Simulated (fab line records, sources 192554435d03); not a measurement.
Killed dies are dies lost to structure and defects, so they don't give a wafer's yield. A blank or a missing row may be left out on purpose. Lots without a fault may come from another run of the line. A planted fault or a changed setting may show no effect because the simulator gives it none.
Chamber matching | flow n5_finfet | N5_WELL_APT_DESCUM_13 on rie_diel-01: 4 sister chambers
The step chemistry O2, time 7.9 s. 4 wafers are shown with their chamber, then 8 later ones without.

WAFERS WITH THEIR CHAMBER
wafer  | chamber | throttle_valve_pct (%)
L077.3 | 1       | 20.11
L085.4 | 3       | 20.61
L085.5 | 0       | 20.59
L089.1 | 2       | 20.24

WAFERS WITHOUT THEIR CHAMBER
wafer  | throttle_valve_pct (%)
L089.2 | 20.15
L089.6 | 20.25
L092.1 | 20.15
L092.3 | 20.62
L092.4 | 20.26
L093.1 | 20.16
L093.2 | 20.27
L093.5 | 20.62

WHICH CHAMBER EACH WENT THROUGH
wafer  | from the rows above     | in truth
L089.2 | can't be placed: 1 or 2 | 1
L089.6 | 2                       | 2
L092.1 | can't be placed: 1 or 2 | 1
L092.3 | can't be placed: 3 or 0 | 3
L092.4 | 2                       | 2
L093.1 | can't be placed: 1 or 2 | 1
L093.2 | 2                       | 2
L093.5 | can't be placed: 3 or 0 | 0
Placed correctly: 3 of 8. Can't be placed from these rows: 5 (the true chamber is among the candidates in 5). Placed wrongly: 0.
How it was worked out, from the rows above alone: a wafer's distance from a chamber is the root of the sum, over the readings, of the square of ((its reading less the chamber's mean) divided by the reading's scatter). The wafer belongs to the nearest chamber; if the next one is less than 2 further off, it can't be placed. A chamber's mean is the mean of its shown wafers. The scatter: with one shown wafer a chamber, the root of the mean of the squares of how far each hidden wafer lies from its nearest shown one.
